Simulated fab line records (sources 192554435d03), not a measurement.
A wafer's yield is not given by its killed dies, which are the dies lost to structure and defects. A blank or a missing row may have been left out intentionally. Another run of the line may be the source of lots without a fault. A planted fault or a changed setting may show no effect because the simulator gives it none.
Problem report in the 8D (eight disciplines) form, filled by code    flow n5-finfet    the parts of the form that need people (team, actions taken, sign-off) are left out

## 1. PROBLEM STATEMENT
VT_P at N5_BEOL_M4_RC_MEAS_101 reads a mean of -278.8 mV on 1 wafer of 1 lot; wafers without a fault read -250.3 mV with a standard deviation of 2.3. That puts it -12 standard deviations away from the usual mean.
Earliest sighting: wafer L194.3 on prober-02 at day 10 18:31. Wafers with a number at this step in the record: 27, from 10 lots. By rule, "out" or "out of limits" means more than 4 standard deviations away from the usual mean. Any other wafer with a number is counted as sound.

## 2. WHAT THIS IS AND IS NOT
question                     is                                                                             is not
which readings at this step  VT_P, IOFF_P, IOFF_P_85C, IOFF_P_LIN, IOFF_P_LONG, ION_P, VT_N_LVT, VT_P_LONG  DIBL_N, DIBL_P, IOFF_N, ION_N, SS_N, SS_P, VT_N
which lots                   L194                                                                           L187, L188, L189, L190, L192, L197, L202, L206, L208
which wafers of those lots   L194.3                                                                         L194.2
read on which gauges         prober-02                                                                      prober-01
when                         from day 10 18:31                                                              up to then (16 sound wafers); but 10 sound wafers of L197, L202, L206, L208 came after

## 3. THE SUSPECTS, EACH WITH WHAT RULES IT OUT
Counting: if a tool at a process step up to the reading ran every lot that is out, it stays a suspect. Sound lots after the first of them don't rule it out here, since some wafers of a struck lot are sound.
- the gauge at N5_BEOL_M4_RC_MEAS_101: kept. All the wafers that are out were read on prober-02, and no step on other tools shows them out.
- ald-hk-01 at N5_HKMG_FIN_ALD_74 (deposits La2O3, target thk 0.5 nm, pulse time 6 s, co reactant pulse time 1 s): kept. The lot that is out, L194, ran on it at day 5 16:44; the last sound lot it ran before that was L192, at day 5 07:03.
- pvd-sputter-02 at N5_BEOL_M4_SPUTTER_96 (material Cu, target thk 4.5 nm, time 8.29 s): kept. The lot that is out, L194, ran on it at day 10 17:16; the last sound lot it ran before that was L189, at day 10 04:54.
- The sound lot-mates ran in chamber 2 of ald-hk-01 at N5_HKMG_FIN_ALD_74, but the wafers that are out ran in chamber 3.
Still standing after the count: ald-hk-01 at N5_HKMG_FIN_ALD_74, pvd-sputter-02 at N5_BEOL_M4_SPUTTER_96, prober-02 at N5_BEOL_M4_RC_MEAS_101.

## 4. THE CAUSE (what the simulator had put in)
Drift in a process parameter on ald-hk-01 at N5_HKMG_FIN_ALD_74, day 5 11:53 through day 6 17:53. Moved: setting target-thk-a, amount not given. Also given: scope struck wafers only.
Counting left 3 suspects, and this tool is among them.

## 5. THE EFFECT CHAIN, in route order
Each row: a reading whose mean over the struck wafers that have a number lies more than 3 standard deviations from the usual. Readings are gone through only where the record gives a usual standard deviation; hours: the median, over the lots, of the time from a lot's start at the first step in this table giving one to that lot's start at this step; sigmas: the change measured in usual standard deviations.
hours  step                     reading         usual           on struck wafers  change     sigmas
0      N5_BEOL_M4_RC_MEAS_101   IOFF_P          0.210 nA/um     0.079             -0.131     -5.7
0      N5_BEOL_M4_RC_MEAS_101   IOFF_P_85C      3.6 nA/um       1.6               -2.0       -6.1
0      N5_BEOL_M4_RC_MEAS_101   IOFF_P_LIN      0.099 nA/um     0.037             -0.062     -7.2
0      N5_BEOL_M4_RC_MEAS_101   IOFF_P_LONG     0.000106 nA/um  0.000057          -0.000049  -6.7
0      N5_BEOL_M4_RC_MEAS_101   ION_P           463 uA/um       416               -47        -8.2
0      N5_BEOL_M4_RC_MEAS_101   VT_N_LVT        99 mV           76                -23        -7.4
0      N5_BEOL_M4_RC_MEAS_101   VT_P            -250.3 mV       -278.8            -28.5      -12
0      N5_BEOL_M4_RC_MEAS_101   VT_P_LONG       -275.4 mV       -305.3            -29.9      -11
118    N5_PASSIVATION_PROBE_49  sort-n-pass     1080            51                -1029      -69
118    N5_PASSIVATION_PROBE_49  sort-yield-pct  91.5 %          4.3               -87.2      -67
It contains these process steps:
- N5_PASSIVATION_PROBE_49

## 6. WHAT WOULD HAVE CAUGHT IT SOONER
Counted from the fault's start at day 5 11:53, it took 127 hours until the first out-of-limits reading at a measuring or inspecting step in this record, taken at day 10 18:31.
No tool reading at N5_HKMG_FIN_ALD_74 that has a usual standard deviation in the record was out on any struck wafer, so an alarm limit of 4 standard deviations on those readings would not have fired.
The start of N5_HKMG_FIN_ALD_74 on ald-hk-01 came by day 10 18:31 for every one of the lots that are out (1). Had the tool been put on hold then, not one of them would have been saved.
